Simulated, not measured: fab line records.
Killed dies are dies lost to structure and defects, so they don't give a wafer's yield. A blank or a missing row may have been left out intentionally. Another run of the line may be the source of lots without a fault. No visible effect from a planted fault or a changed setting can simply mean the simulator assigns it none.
A lot that was struck, set against a sound lot -- flow n5_finfet -- 38 steps out of a route of 1938
Sound: the wafers L451.2, L451.3, L451.6. The struck wafers were L459.1, L459.3, L459.6. The cause is named last.
Each step with rows lists, per side, the tool, then ch with its chambers, then its first start. Under that, the readings that differ: sound wafers -- struck wafers -- difference of the means -- sigmas: that difference in standard deviations of wafers without a fault.
alike: same words and numbers on both sides, and readings whose means sit less than 2 such deviations apart. not compared: any withheld reading, any reading some wafer has no value for, any bound like >300 that may hide the same value, and any number with overlapping values for which the record gives no deviation.
Wherever a step has rows on one side only, a row that says differs or no value, or a row with sigmas, the two part there. Non-overlapping numbers with no deviation appear without sigmas and do not part them. Lack of a reading on every wafer of one side parts them only where that side has two or more wafers.

first, 9 steps without rows for these wafers: N5_BEOL_M4_ANNEAL_95 (time 240 s); N5_BEOL_M4_SPUTTER_96 (material Cu, target thk 4.5 nm, time 8.29 s); N5_BEOL_M4_ECD_50 (material Cu, target thk 300 nm); N5_BEOL_M4_ANNEAL_51 (time 90 s); N5_BEOL_M4_CMP_52 (polishes, stops on SiOC, t overpolish 6.8 s, target thk 40 nm); N5_BEOL_M4_PRE_CLEAN_60 (time 15 s); N5_BEOL_M4_CO_CAP_55 (material Co, precursor CCTBA/H2, target thk 2 nm, time 102.1 s); N5_BEOL_M4_PRE_CLEAN_56 (time 15 s); N5_BEOL_M4_DEP_57 (deposits SiCN from 3MS/NH3, target thk 8 nm, time 14 s).
N5_BEOL_M4_RC_MEAS_101:
  sound on prober-01 ch 0, day 8 02:30; struck on prober-01 ch 0, day 11 07:55
  alike: DIBL_N, DIBL_P, IOFF_N, IOFF_P, ION_N, ION_P, SS_N, SS_P, VT_N, VT_P
then, 24 steps without rows for these wafers: N5_BEOL_M5_ILD_DEP_00 (deposits SiCOH lowk from DEMS/porogen, target thk 140.64 nm, time 25.9 s); N5_BEOL_M5_CURE_79 (cures SiCOH lowk, time 240 s); N5_BEOL_M5_PECVD_70 (deposits SiO2 from TEOS/O2, target thk 16 nm, time 18 s); N5_BEOL_M5_HM_DEP_02 (deposits TiN, target thk 20 nm); N5_BEOL_M5_COAT_59 (time 60 s, resist thk 60 nm); N5_BEOL_M5_COAT_60 (time 60 s, resist thk 12 nm); N5_BEOL_M5_COAT_71 (time 60 s, resist thk 5 nm); N5_BEOL_M5_COAT_05 (resist thk 30 nm); N5_BEOL_M5_EBR_07; N5_BEOL_M5_SOFTBAKE_06 (time 60 s); N5_BEOL_M5_EXPOSE_08 (exposes mask M5, target cd 28 nm); N5_BEOL_M5_PEB_09 (peb time 60 s); N5_BEOL_M5_DEVELOP_10 (develop time 30 s); N5_BEOL_M5_DESCUM_16 (chemistry O2, time 7 s); N5_BEOL_M5_ETCH_72 (etches underlayer in N2/H2, target depth 6.5 nm, time 5.2 s); N5_BEOL_M5_ETCH_61 (etches SiARC in CF4, target depth 15.6 nm, time 26 s); N5_BEOL_M5_ETCH_62 (etches SOC in N2/H2, target depth 75 nm, overetch 15 nm, time 112.5 s); N5_BEOL_M5_STRIP_63 (strips in N2/H2); N5_BEOL_M5_STRIP_73 (strips in N2/H2); N5_BEOL_M5_STRIP_64 (strips in CF4); N5_BEOL_M5_HM_OPEN_17 (chemistry Cl2/BCl3, target TiN, target depth 20 nm, overetch 6 nm); N5_BEOL_M5_STRIP_19 (strips in O2); N5_BEOL_M5_COAT_65 (time 60 s, resist thk 60 nm); N5_BEOL_M5_COAT_66 (time 60 s, resist thk 12 nm).
-- a jump in the record: the struck wafers' starts before and after are 3 days apart (it breaks off in module BEOL_M5 and resumes in module BEOL_M12, where the first step shown is number 1651 of the route) --
N5_BEOL_M12_ECD_47: material Cu, target thk 720 nm.
  sound on ecd_cu-02 ch 0, day 10 23:21; struck on ecd_cu-02 ch 0,1, day 14 09:38
N5_BEOL_M12_THK_MEAS_50: measures by xrf.
  sound on film_metro-02 at day 11 00:05; struck on film_metro-01 at day 14 11:04
reading,sound,struck,difference,sigmas
M12_THK (nm),328 321 319,- - -,no value on the struck wafers,
N5_BEOL_M12_RS_MEAS_54: measures by four-point-probe.
  sound on film_metro-01 at day 11 00:13; struck on film_metro-01 at day 14 11:11
reading,sound,struck,difference,sigmas
M12_RS (ohm/sq),0.0592 0.0603 0.0608,57.427 56.967 57.080,+57.098,+99 or more
N5_PASSIVATION_PROBE_49:
  sound on prober-01 at day 12 11:07; struck on prober-02 at day 15 20:21
reading,sound,struck,difference,sigmas
defect_limited_yield (%),91.4 90.8 92.3,0 0 0,-92,-65
killed_at_M4_up,16 12 20,1102 1122 1105,+1094,+99 or more
killed_dies,101 108 91,1180 1180 1180,+1080,+68
killed_on_rim,14 21 11,152 152 152,+137,+37
sort_bin_5_function (%),5.2 5.3 4.5,97.5 97.5 97.3,+92.4,+99 or more
sort_n_pass,1079 1072 1089,0 0 0,-1080,-68
sort_yield_pct (%),91.4 90.8 92.3,0 0 0,-92,-65
  alike: killed_at_M0_to_M3, killed_at_contacts, killed_at_front_end, killed_at_other, killed_open, killed_short, sort_bin_6_memory

## WHERE THEY PART
First at N5_BEOL_M12_THK_MEAS_50; last, within this record, at N5_PASSIVATION_PROBE_49.

WHY: the cause the simulator had injected
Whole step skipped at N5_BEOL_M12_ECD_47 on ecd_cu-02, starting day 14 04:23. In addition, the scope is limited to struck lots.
